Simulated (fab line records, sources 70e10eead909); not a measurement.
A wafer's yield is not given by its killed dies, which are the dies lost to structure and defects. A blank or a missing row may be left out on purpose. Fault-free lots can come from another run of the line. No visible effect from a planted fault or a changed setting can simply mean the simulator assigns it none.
Matching of chambers + flow nand harc + 4 sister chambers for NHARC_P_M1_STRIP_18 on rie diel-06
The step strips in N2/H2. 8 wafers are shown with their chamber, then 7 later ones without.

## EACH WAFER AND ITS CHAMBER
| wafer  | chamber | showerhead plenum p Torr (Torr) | drypump motor current A (A) |
|--------|---------|---------------------------------|-----------------------------|
| L081.2 | 1       | 1.89                            | 6.4                         |
| L081.6 | 0       | 2.04                            | 6.0                         |
| L084.2 | 3       | 2.19                            | 6.5                         |
| L085.2 | 1       | 1.89                            | 6.4                         |
| L085.3 | 2       | 2.10                            | 6.4                         |
| L085.4 | 0       | 2.04                            | 6.0                         |
| L091.1 | 3       | 2.18                            | 6.5                         |
| L091.3 | 2       | 2.09                            | 6.5                         |

## WAFERS WHOSE CHAMBER IS MISSING
| wafer  | showerhead plenum p Torr (Torr) | drypump motor current A (A) |
|--------|---------------------------------|-----------------------------|
| L091.4 | 1.88                            | 6.4                         |
| L096.3 | 2.03                            | 5.9                         |
| L096.4 | 2.03                            | 6.0                         |
| L096.5 | 2.17                            | 6.5                         |
| L097.1 | 2.21                            | 6.4                         |
| L097.4 | 2.09                            | 6.4                         |
| L097.5 | 2.09                            | 6.5                         |

## CHAMBER TAKEN BY EACH
| wafer  | from the rows above | in truth                   |
|--------|---------------------|----------------------------|
| L091.4 | 1                   | 1                          |
| L096.3 | 0                   | 0                          |
| L096.4 | 0                   | 0                          |
| L096.5 | 3                   | 3                          |
| L097.1 | 3                   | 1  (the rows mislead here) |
| L097.4 | 2                   | 2                          |
| L097.5 | 2                   | 2                          |
Correct placement for 6 of the 7. From these rows, 0 cannot be placed. Number placed wrongly: 1.
How it was worked out, from the rows above alone: a wafer's distance from a chamber is the root of the sum, over the readings, of the square of ((its reading less the chamber's mean) divided by the reading's scatter). If the next closest chamber is less than 2 further off than the closest, the wafer can't be placed; otherwise it belongs to the closest. For every chamber, the mean is computed from those of its wafers that are shown. The scatter is the square root of a quotient: the sum, over the shown wafers, of each reading's squared deviation from its chamber's mean, divided by wafers minus chambers.
